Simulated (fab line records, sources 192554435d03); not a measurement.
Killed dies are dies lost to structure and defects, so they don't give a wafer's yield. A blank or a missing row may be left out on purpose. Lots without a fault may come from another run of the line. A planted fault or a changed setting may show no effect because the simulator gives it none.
fab line records | flow n5_finfet
record lots=6 wafers=18 last_day=17
route steps=1938 shown BEOL_M4@1062 PASSIVATION@1936
lots that met no fault: from a run of the same line without faults
start_h: hours from the record's first day to the start of the lot's first wafer shown | wait_h: hours since the lot's step before | " the same as in the row above | L1.1+2: a row that stands for several wafers | - no value, or no start given | * or withheld: withheld | < > ~ a bound
route shown NAME@n: a module of which the file shows steps, and the number in the route of the first | usual: mean/standard deviation of fault-free wafers | same: alike in all rows | chamber/n: place in a boat | sites: the reading at each site | _std_site: their standard deviation | _edge_site: outer sites' mean less inner sites' | radius_mm: how far each site lies from the wafer's centre | mask NAME#n: copy n | behind: the tool/chamber that last shaped the wafer | hold: why the lot was held/for how many hours/how that ended | device: the transistor (n, p or np) that didn't switch | end of line: the same wafers' tests at the end of the route | a step without rows: its recipe alone | killed: dies lost to structure and defects at the first sort, not the wafer's yield | map: a wafer's dies, x killed, . not, _ none there
set.NAME: the setting as run; set.NAME@STEP: as run at that earlier step | model.NAME: the simulator's own value behind a step, which no gauge read
lots at some steps of the route; a table a step, a row a wafer
services: from which hour (start_h, from the record's first day; less than 0 if before it) a tool's chamber was out of use, for how many hours, and why
## steps
# step N5_BEOL_M4_ALD_98
# recipe material=SiO2 target_thk_a=25 temp_c=100 ald_precursor_family=BDEAS ald_co_reactant=O2-plasma pulse_time_s=1 co_reactant_pulse_time_s=1 purge_time_s=2 co_reactant_purge_time_s=2 ald_cycles=17 pressure_torr=2
# usual heater_power_w=80/7.2 precursor_pulse_height_rel=1.001/0.02
# columns lot.wafer tool chamber start_h wait_h heater_power_w precursor_pulse_height_rel
L954.1 ald_sin-02 0 174.17 0.5 74 1.015
L954.3 " 2 " " 79 1.007
L954.4 " 1 " " 76 1.013
L957.1 ald_sin-04 0 197.63 0.7 74 1.009
L957.5 " 3 " " 82 1.038
L957.6 " 2 " " 98 0.964
L968.1 ald_sin-04 3 265.94 0.1 80 0.986
L968.4 " 2 " " 93 1.026
L968.5 " 3 " " 82 0.990
L970.1 ald_sin-03 1 274.14 0.6 83 1.019
L970.5 " 2 " " 69 1.005
L970.6 " 1 " " 82 0.990
L971.3 ald_sin-03 3 274.24 0.1 81 1.000
L971.4 " 1 " " 82 1.001
L971.6 " 2 " " 69 1.021
L975.1 ald_sin-03 0 302.95 0.3 89 0.990
L975.3 " 3 " " 81 0.956
L975.6 " 1 " " 83 1.020
# step N5_BEOL_M4_ETCHBACK_99
# recipe chemistry=CHF3 target=SiO2 target_depth_a=50 time_s=10.4 source_w=215 bias_w=47 Ar_flow_sccm=200 CHF3_flow_sccm=12 ion_energy_ev=100 pressure_mtorr=30
# step N5_BEOL_M4_ETCH_70
# recipe chemistry=N2/H2 target=SOC target_depth_a=800 overetch_a=240 mask_material=SiARC temp_c=40 time_s=130 ion_energy_ev=200 pressure_mtorr=30 source_w=840 bias_w=150 n2_flow_sccm=200 h2_flow_sccm=200
# step N5_BEOL_M4_STRIP_71
# recipe chemistry=N2/H2 temp_c=40 n2_flow_sccm=200 h2_flow_sccm=200 rf_frequency_hz=6e+07
# step N5_BEOL_M4_STRIP_78
# recipe chemistry=N2/H2 temp_c=40 n2_flow_sccm=200 h2_flow_sccm=200 rf_frequency_hz=6e+07
# step N5_BEOL_M4_VIA_ETCH_34
# recipe chemistry=C4F6/O2 target_depth_a=694 mask_material=SOC pressure_mtorr=15 ion_energy_ev=250 taper_deg=4 time_s=65.9 source_w=350 bias_w=170 Ar_flow_sccm=300 C4F6_flow_sccm=10 O2_flow_sccm=10
# usual bias_w=170.0/0.49 drypump_motor_current_A=5.7/0.34 oes_product_au=0.78/0.093 rf_vpp_V=668/16 showerhead_plenum_p_Torr=2.85/0.087 throttle_valve_pct=30.7/0.33
# columns lot.wafer tool chamber start_h wait_h bias_w drypump_motor_current_A oes_product_au rf_hours_counter_h rf_vpp_V showerhead_plenum_p_Torr throttle_valve_pct
L954.1 rie_diel-03 1 180.33 0.0 169.9 5.7 0.85 59 677 2.86 30.4
L954.3 " 2 " " 170.5 5.0 0.74 179 667 2.83 30.6
L954.4 " 0 " " 171.0 5.9 0.74 177 678 2.95 30.6
L957.1 rie_diel-01 0 201.53 0.0 170.0 5.9 0.90 21 654 2.80 30.8
L957.5 " 3 " " 169.5 5.6 0.69 - 650 2.83 31.1
L957.6 " 0 " " 170.2 5.9 0.91 - 656 2.80 30.8
L968.1 rie_diel-03 0 271.21 0.0 170.4 5.9 0.72 213 676 2.93 30.6
L968.4 " 3 " " 169.4 5.6 0.78 149 640 2.71 30.1
L968.5 " 2 " " 170.3 5.0 0.70 - 665 2.81 30.6
L970.1 rie_diel-03 0 275.33 0.0 169.9 5.9 0.72 214 677 2.93 30.6
L970.5 " 0 " " 170.0 5.9 0.71 - 677 2.93 30.6
L970.6 " 3 " " 169.4 5.7 0.76 - 642 2.71 30.1
L971.3 rie_diel-05 3 275.42 0.0 169.8 6.5 0.94 24 686 3.05 30.9
L971.4 " 1 " " 169.8 5.6 0.71 225 692 2.89 30.6
L971.6 " 3 " " 169.7 6.5 0.94 - 685 3.05 30.9
L975.1 rie_diel-05 3 304.47 0.0 169.3 6.5 0.91 37 684 3.04 30.9
L975.3 " 0 " " 169.8 5.4 0.72 - 678 2.91 31.3
L975.6 " 3 " " 170.3 6.5 0.90 - 685 3.04 30.9
# step N5_BEOL_M4_STRIP_83
# recipe chemistry=C4F6/O2 resist=SiARC rf_frequency_hz=6e+07
# step N5_BEOL_M4_STRIP_36
# recipe chemistry=N2/H2 power_w=450 temp_c=40 pressure_mtorr=20 rf_frequency_hz=6e+07 overash_fraction=0.3 bias_power_w=7 h2_frac=0.5 n2_flow_sccm=200 h2_flow_sccm=200
# usual drypump_motor_current_A=5.7/0.34 h2_flow_sccm=200.0/0.53 n2_flow_sccm=200.0/0.63 oes_product_au=0.78/0.094 rf_vpp_V=59.3/1.5 showerhead_plenum_p_Torr=2.55/0.069 temp_c=40.00/0.1 throttle_valve_pct=23.7/0.36
# columns lot.wafer tool chamber start_h wait_h drypump_motor_current_A h2_flow_sccm n2_flow_sccm oes_product_au rf_hours_counter_h rf_vpp_V showerhead_plenum_p_Torr temp_c throttle_valve_pct
L954.1 rie_diel-03 1 180.39 0.0 5.7 199.5 200.4 0.86 59 59.0 2.58 40.11 23.6
L954.3 " 2 " " 5.0 198.8 199.0 0.73 179 58.2 2.54 40.05 23.6
L954.4 " 0 " " 5.9 199.3 200.0 0.74 177 56.9 2.63 40.25 23.4
L957.1 rie_diel-01 0 201.59 0.0 5.9 200.1 200.3 0.92 21 57.0 2.50 39.92 23.7
L957.5 " 3 " " 5.6 200.8 200.1 0.68 - 58.8 2.51 39.98 23.9
L957.6 " 0 " " 5.9 200.2 200.0 0.91 - 58.5 2.50 39.78 23.7
L968.1 rie_diel-03 0 271.28 0.0 5.9 200.1 200.0 0.72 213 56.9 2.62 39.91 23.4
L968.4 " 3 " " 5.7 200.9 199.7 0.77 149 58.4 2.45 40.06 23.3
L968.5 " 2 " " 5.0 198.9 199.5 0.72 - 55.7 2.53 40.13 23.6
L970.1 rie_diel-03 0 275.39 0.0 5.9 199.3 199.9 0.72 214 61.4 2.62 39.94 23.4
L970.5 " 0 " " 5.9 199.9 200.0 0.72 - 60.2 2.62 40.00 23.4
L970.6 " 3 " " 5.7 200.0 198.9 0.75 - 59.1 2.45 39.96 23.3
L971.3 rie_diel-05 3 275.48 0.0 6.5 199.5 200.3 0.94 24 58.5 2.69 39.86 23.3
L971.4 " 1 " " 5.7 199.9 200.2 0.71 225 60.7 2.58 40.06 23.4
L971.6 " 3 " " 6.5 200.3 200.1 0.93 - 61.2 2.68 40.03 23.4
L975.1 rie_diel-05 3 304.56 0.0 6.5 199.8 199.2 0.91 37 57.4 2.68 40.06 23.4
L975.3 " 0 " " 5.4 199.3 200.2 0.72 - 58.0 2.61 40.13 24.4
L975.6 " 3 " " 6.5 199.7 199.6 0.90 - 61.4 2.68 40.01 23.4
# step N5_BEOL_M4_TRENCH_ETCH_37
# recipe chemistry=C4F6/O2 target_depth_a=555.55 target=SiOC time_s=29.2 ion_energy_ev=250 pressure_mtorr=30 source_w=355 bias_w=185 Ar_flow_sccm=300 C4F6_flow_sccm=10 O2_flow_sccm=10
# usual bias_w=185.1/0.52 drypump_motor_current_A=5.7/0.34 oes_product_au=0.78/0.094 rf_vpp_V=668/16 showerhead_plenum_p_Torr=2.86/0.087 throttle_valve_pct=20.83/0.28
# columns lot.wafer tool chamber start_h wait_h bias_w drypump_motor_current_A oes_product_au rf_hours_counter_h rf_vpp_V showerhead_plenum_p_Torr throttle_valve_pct
L954.1 rie_diel-03 1 - - 185.2 5.7 0.85 59 676 2.87 20.59
L954.3 " 2 " " 185.2 5.0 0.75 179 665 2.83 20.69
L954.4 " 0 " " 186.0 5.9 0.74 177 676 2.96 20.70
L957.1 rie_diel-01 0 - - 185.8 5.9 0.90 21 653 2.80 20.76
L957.5 " 3 " " 185.6 5.5 0.69 - 648 2.84 21.27
L957.6 " 0 " " 185.5 5.9 0.90 - 654 2.80 20.77
L968.1 rie_diel-03 0 - - 185.4 5.9 0.72 213 677 2.94 20.76
L968.4 " 3 " " 185.7 5.7 0.76 149 640 2.71 20.39
L968.5 " 2 " " 185.1 5.0 0.71 - 665 2.82 20.75
L970.1 rie_diel-03 0 - - 185.1 5.9 0.71 214 677 2.94 20.74
L970.5 " 0 " " 185.3 5.9 0.71 - 677 2.94 20.75
L970.6 " 3 " " 185.5 5.7 0.76 - 641 2.71 20.39
L971.3 rie_diel-05 3 - - 184.8 6.5 0.93 24 683 3.05 20.85
L971.4 " 1 " " 185.2 5.6 0.71 225 692 2.90 20.82
L971.6 " 3 " " 184.2 6.4 0.93 - 683 3.05 20.87
L975.1 rie_diel-05 3 - - 184.9 6.5 0.91 37 684 3.05 20.87
L975.3 " 0 " " 185.0 5.4 0.72 - 676 2.91 21.22
L975.6 " 3 " " 184.8 6.5 0.91 - 686 3.05 20.87
# step N5_BEOL_M4_ETCH_41
# recipe chemistry=CH3F/O2 target=SiCN target_depth_a=299 taper_deg=2 time_s=52.5 ion_energy_ev=120 mask_material=TiN pressure_mtorr=30 source_w=395 bias_w=75 Ar_flow_sccm=150 CH3F_flow_sccm=30 O2_flow_sccm=20
# usual CH3F_flow_sccm=29.99/0.088 bias_w=74.98/0.21 drypump_motor_current_A=5.7/0.34 oes_product_au=0.78/0.093 rf_vpp_V=297.5/1.4 showerhead_plenum_p_Torr=2.01/0.063 throttle_valve_pct=16.31/0.25
# columns lot.wafer tool chamber start_h wait_h CH3F_flow_sccm bias_w drypump_motor_current_A oes_product_au rf_hours_counter_h rf_vpp_V showerhead_plenum_p_Torr throttle_valve_pct
L954.1 rie_diel-03 1 - - 30.12 74.66 5.7 0.86 59 298.2 2.02 16.08
L954.3 " 2 " " 29.94 75.01 5.0 0.73 179 298.2 1.99 16.21
L954.4 " 0 " " 29.95 74.92 5.9 0.74 177 299.4 2.08 16.19
L957.1 rie_diel-01 0 - - 30.06 74.70 5.9 0.90 21 295.9 1.97 16.17
L957.5 " 3 " " 29.98 75.10 5.6 0.69 - 297.8 1.99 16.71
L957.6 " 0 " " 30.02 74.67 5.9 0.89 - 296.5 1.97 16.15
L968.1 rie_diel-03 0 - - 29.85 74.70 5.9 0.71 213 299.3 2.07 16.27
L968.4 " 3 " " 29.95 75.18 5.7 0.77 149 295.1 1.90 15.94
L968.5 " 2 " " 30.02 75.06 5.0 0.71 - 296.5 1.98 16.26
L970.1 rie_diel-03 0 - - 29.92 75.23 5.9 0.71 214 299.9 2.07 16.26
L970.5 " 0 " " 29.88 75.04 5.9 0.71 - 298.5 2.07 16.27
L970.6 " 3 " " 29.97 74.83 5.7 0.77 - 295.9 1.90 15.93
L971.3 rie_diel-05 3 - - 30.06 75.27 6.5 0.93 24 300.3 2.15 16.20
L971.4 " 1 " " 30.07 74.95 5.6 0.71 225 298.3 2.04 16.39
L971.6 " 3 " " 29.97 74.95 6.5 0.93 - 299.4 2.15 16.19
L975.1 rie_diel-05 3 - - 30.01 74.85 6.5 0.91 37 300.1 2.14 16.22
L975.3 " 0 " " 30.04 74.61 5.4 0.72 - 297.5 2.05 16.72
L975.6 " 3 " " 30.07 75.03 6.5 0.91 - 299.3 2.14 16.22
# step N5_BEOL_M4_STRIP_97
# recipe chemistry=N2/H2 time_s=10 power_w=450 temp_c=40 pressure_mtorr=20 rf_frequency_hz=6e+07 bias_power_w=7 n2_flow_sccm=200 h2_flow_sccm=200
# step N5_BEOL_M4_OCD_MEAS_38
# usual trench_depth_nm=55.3/1.3
# columns lot.wafer tool chamber start_h wait_h trench_depth_nm
L954.1 ocd-01 - 180.58 - 56.1
L954.3 " - " " 55.1
L954.4 " - " " 54.4
L957.1 ocd-02 - 201.78 - 55.7
L957.5 " - " " 54.3
L957.6 " - " " 55.3
L968.1 ocd-02 - 271.47 - 54.1
L968.4 " - " " 55.4
L968.5 " - " " 52.7
L970.1 ocd-01 - 275.58 - 53.2
L970.5 " - " " 53.1
L970.6 " - " " 55.5
L971.3 ocd-02 - 275.68 - 57.2
L971.4 " - " " 53.7
L971.6 " - " " 57.7
L975.1 ocd-01 - 304.84 - 56.8
L975.3 " - " " 56.3
L975.6 " - " " 57.0
# step N5_BEOL_M4_HM_STRIP_39
# recipe chemistry=peroxide_tin_strip material=TiN target_depth_a=250 temp_c=50 time_s=158
# usual run_length_s=164.6/2.3 temp_c=50.00/0.11
# columns lot.wafer tool chamber start_h wait_h run_length_s temp_c
L954.1 wet_bench-01 6 180.61 0.0 163.7 49.81
L954.3 " 4 " " 162.7 49.83
L954.4 " 1 " " 164.5 49.88
L957.1 wet_bench-04 7 201.82 0.0 163.4 49.80
L957.5 " 0 " " 164.2 49.86
L957.6 " 2 " " 163.8 49.83
L968.1 wet_bench-04 5 271.50 0.0 115.0 49.97
L968.4 " 0 " " 113.5 49.90
L968.5 " 1 " " 110.8 49.92
L970.1 wet_bench-04 0 275.61 0.0 113.7 50.00
L970.5 " 6 " " 114.0 49.86
L970.6 " 5 " " 115.1 50.01
L971.3 wet_bench-01 2 275.71 0.0 163.6 49.93
L971.4 " 4 " " 163.6 50.12
L971.6 " 3 " " 162.7 50.10
L975.1 wet_bench-01 5 304.88 0.0 164.2 49.95
L975.3 " 1 " " 163.7 50.01
L975.6 " 2 " " 164.2 49.90
# step N5_BEOL_M4_SRD_40
# recipe time_s=30 temp_c=23 rinse_liquid=diw dry=ipa_marangoni
# step N5_BEOL_M4_RC_MEAS_101
# usual DIBL_N=36.9/1.6 DIBL_P=37.1/2 IOFF_N=0.17/0.032 IOFF_P=0.22/0.036 ION_N=674/12 ION_P=463/7.8 SS_N=71.7/0.63 SS_P=73.5/0.62 VT_N=249/3.3 VT_P=-250/3.5
# columns lot.wafer tool chamber start_h wait_h DIBL_N[mV/V] DIBL_P[mV/V] IOFF_N[nA/um] IOFF_P[nA/um] ION_N[uA/um] ION_P[uA/um] SS_N[mV/dec] SS_P[mV/dec] VT_N[mV] VT_P[mV]
L954.1 prober-01 0 184.88 0.0 37.0 37.5 0.16 0.20 670 458 71.4 73.1 249 -253
L954.3 " 0 " " 38.1 38.2 0.15 0.20 657 450 71.0 74.4 252 -252
L954.4 " 0 " " 36.6 36.0 0.14 0.17 664 452 71.3 73.2 254 -256
L957.1 prober-02 0 206.32 0.0 37.7 38.3 0.19 0.24 686 463 71.1 74.2 247 -250
L957.5 " 0 " " 35.9 35.9 0.16 0.21 676 463 70.7 73.8 248 -252
L957.6 " 0 " " 33.4 32.8 0.11 0.16 653 448 70.3 72.0 254 -253
L968.1 prober-01 0 275.38 0.0 38.6 40.8 0.22 0.26 691 464 72.4 74.4 244 -247
L968.4 " 0 " " 36.2 37.5 0.16 0.22 671 463 72.7 73.4 251 -250
L968.5 " 0 " " 39.0 42.0 0.25 0.31 692 473 72.6 75.1 245 -248
L970.1 prober-01 0 280.04 0.0 37.0 36.8 0.18 0.27 683 479 71.4 73.8 246 -244
L970.5 " 0 " " 36.4 36.7 0.18 0.27 687 477 71.7 73.9 246 -245
L970.6 " 0 " " 38.6 37.2 0.21 0.28 686 472 72.9 74.7 245 -245
L971.3 prober-01 0 281.28 0.4 36.8 34.9 0.15 0.21 691 471 71.0 73.9 250 -248
L971.4 " 0 " " 37.9 35.1 0.17 0.23 678 464 71.5 73.2 249 -247
L971.6 " 0 " " 40.2 38.7 0.22 0.30 690 477 72.4 74.6 245 -244
L975.1 prober-01 0 309.93 0.0 36.5 37.0 0.16 0.23 683 469 71.9 73.0 248 -246
L975.3 " 0 " " 36.5 38.3 0.15 0.25 669 463 71.4 73.4 252 -245
L975.6 " 0 " " 36.6 37.2 0.16 0.24 675 467 71.7 73.4 249 -248
# step N5_PASSIVATION_PROBE_49
# usual defect_limited_yield=90.9/1.6 killed_at_M0_to_M3=34/11 killed_at_M4_up=14/5.7 killed_at_contacts=13/6.5 killed_at_front_end=43/11 killed_at_other=4/3.1 killed_dies=107/19 killed_open=71/14 killed_short=35/7.9 sort_bin_5_function=5.3/1.1 sort_bin_6_memory=3.4/0.74 sort_n_pass=1073/19 sort_yield_pct=90.9/1.6
# same gross_dies=1180 killed_at_back_side=0 sort_bin_4_leakage[%]=0 sort_bin_8_speed[%]=0
# columns lot.wafer tool chamber start_h wait_h defect_limited_yield[%] killed_at_M0_to_M3 killed_at_M4_up killed_at_contacts killed_at_front_end killed_at_other killed_dies killed_open killed_short sort_bin_5_function[%] sort_bin_6_memory[%] sort_n_pass sort_yield_pct[%]
L954.1 prober-02 - 282.31 0.0 89.2 40 16 12 60 0 128 83 39 5.8 4.3 1052 89.2
L954.3 prober-02 - 282.41 0.1 90.0 27 18 20 51 2 118 81 35 6.0 3.7 1062 90.0
L954.4 prober-02 - 282.46 0.2 89.7 30 18 12 56 5 121 78 42 6.4 3.6 1059 89.7
# killed by level:class
L954.1 STI_FIN_REVEAL:geometric_particle:open=21 BEOL_M0_SAQP:geometric_particle:short=12 BEOL_M4:geometric_particle:open=10 FIN_SAQP:geometric_particle:open=9 BEOL_M3:geometric_particle:open=8 MOL_CONTACT_COAG:geometric_particle:open=7 HKMG_FIN:area_etch=6 GATE_CUT:geometric_particle:short=5
L954.3 STI_FIN_REVEAL:geometric_particle:open=19 MOL_CONTACT_COAG:geometric_particle:open=11 BEOL_M2:geometric_particle:open=9 BEOL_M3:geometric_particle:open=8 BEOL_M4:geometric_particle:open=8 FIN_SAQP:geometric_particle:short=7 MOL_CONTACT_COAG:geometric_particle:short=7 FIN_SAQP:geometric_particle:open=5
L954.4 STI_FIN_REVEAL:geometric_particle:open=22 BEOL_M4:geometric_particle:open=10 FIN_SAQP:geometric_particle:open=6 DUMMY_GATE:geometric_particle:open=6 MOL_CONTACT_COAG:geometric_particle:open=6 BEOL_M3:geometric_particle:open=6 BEOL_M3:geometric_particle:short=6 FIN_SAQP:geometric_particle:short=5
## services
# columns tool chamber start_h hours kind
rie_diel-05 0 157.23 1.9 repair
rie_diel-03 1 159.93 2.5 repair
rie_diel-05 - 161.75 14.6 pm
rie_diel-03 - 170.76 0.3 repair
ald_sin-04 2 175.42 2.6 repair
ald_sin-03 - 177.74 14.0 pm
rie_diel-01 - 179.88 15.6 pm
rie_diel-05 3 180.98 - clean
rie_diel-05 3 180.98 - consumable_replace:focus_ring
rie_diel-05 3 180.98 - consumable_replace:showerhead
rie_diel-01 - 198.29 0.4 repair
wet_bench-01 - 200.17 0.6 repair
ald_sin-04 0 207.03 3.6 repair
wet_bench-04 - 220.52 4.4 pm
ald_sin-02 0 230.63 4.4 repair
wet_bench-01 - 235.63 4.8 repair
rie_diel-01 0 243.88 4.7 repair
ald_sin-03 3 244.75 5.6 repair
ald_sin-02 - 250.48 0.3 repair
rie_diel-01 - 251.62 1.0 repair
ald_sin-02 1 260.09 3.3 repair
ald_sin-03 - 261.01 0.6 repair
rie_diel-03 - 296.94 2.7 repair
rie_diel-03 - 300.72 0.3 repair
## key
first_sign step=N5_BEOL_M4_HM_STRIP_39 reading=run_length_s direction=down sigmas=22 usual=* struck=*
effect none on later readings
met_at N5_BEOL_M4_HM_STRIP_39
struck_wafers L968.1,L968.4,L968.5,L970.1,L970.5,L970.6
onset_between 201.82 271.50
fault kind=process_parameter_drift tool=wet_bench-04 chamber=- onset_h=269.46 steps=N5_BEOL_M4_HM_STRIP_39 channel=time_s offset=* shape=step end_h=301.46 acts_in=* stated=*
